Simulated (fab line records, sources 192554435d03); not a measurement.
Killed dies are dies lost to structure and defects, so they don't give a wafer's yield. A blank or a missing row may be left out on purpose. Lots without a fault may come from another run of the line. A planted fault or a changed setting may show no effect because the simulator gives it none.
Chamber matching | flow n5_finfet | N5_BEOL_M7_ETCH_62 on rie_diel-05: 4 sister chambers
The step etches SOC in N2/H2, target depth 110 nm, overetch 22 nm, time 165 s. 14 wafers are shown with their chamber, then 7 later ones without.

WAFERS WITH THEIR CHAMBER
wafer  | chamber | showerhead_plenum_p_Torr (Torr) | drypump_motor_current_A (A) | rf_vpp_V (V)
L155.1 | 2       | 2.60                            | 5.6                         | 526.0
L155.4 | 0       | 2.44                            | 5.5                         | 521.4
L155.6 | 1       | 2.41                            | 6.1                         | 521.2
L159.3 | 3       | 2.63                            | 5.8                         | 525.2
L159.4 | 1       | 2.41                            | 6.1                         | 519.7
L159.5 | 3       | 2.63                            | 5.8                         | 526.1
L156.3 | 3       | 2.63                            | 5.8                         | 526.2
L156.5 | 0       | 2.43                            | 5.6                         | 520.5
L156.6 | 1       | 2.41                            | 6.1                         | 519.8
L164.1 | 2       | 2.60                            | 5.6                         | 526.6
L164.4 | 1       | 2.40                            | 6.1                         | 520.5
L164.6 | 0       | 2.43                            | 5.6                         | 520.5
L165.1 | 3       | 2.63                            | 5.8                         | 526.0
L165.3 | 1       | 2.40                            | 6.1                         | 520.0

SIGNATURES (means of the wafers above)
reading                  | chamber 0 | chamber 1 | chamber 2 | chamber 3 | scatter within a chamber
showerhead_plenum_p_Torr | 2.4333    | 2.4060    | 2.6000    | 2.6300    | 0.00432
drypump_motor_current_A  | 5.567     | 6.100     | 5.600     | 5.800     | 0.0258
rf_vpp_V                 | 520.800   | 520.240   | 526.300   | 525.875   | 0.537
Rule: a wafer's distance from a chamber is the root of the sum, over the readings, of the square of ((its reading less the chamber's mean) divided by the reading's scatter). The wafer belongs to the nearest chamber; if the next one is less than 2 further off, it can't be placed. The scatter: the root of (the sum of the squares of (reading less its chamber's mean) over the shown wafers, divided by (wafers less chambers)).

WAFERS WITHOUT THEIR CHAMBER
wafer  | showerhead_plenum_p_Torr (Torr) | drypump_motor_current_A (A) | rf_vpp_V (V)
L165.5 | 2.63                            | 5.8                         | 525.9
L170.2 | 2.62                            | 5.8                         | 525.2
L170.3 | 2.42                            | 5.5                         | 520.6
L170.6 | 2.59                            | 5.6                         | 525.4
L174.1 | 2.59                            | 5.6                         | 526.6
L174.3 | 2.42                            | 5.5                         | 522.4
L174.4 | 2.72                            | 6.1                         | 528.7

WHICH CHAMBER EACH WENT THROUGH
wafer  | from the rows above | in truth
L165.5 | 3                   | 3
L170.2 | 3                   | 3
L170.3 | 0                   | 0
L170.6 | 2                   | 2
L174.1 | 2                   | 2
L174.3 | 0                   | 0
L174.4 | 3                   | 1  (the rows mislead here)
Placed correctly: 6 of 7. Can't be placed from these rows: 0. Placed wrongly: 1.
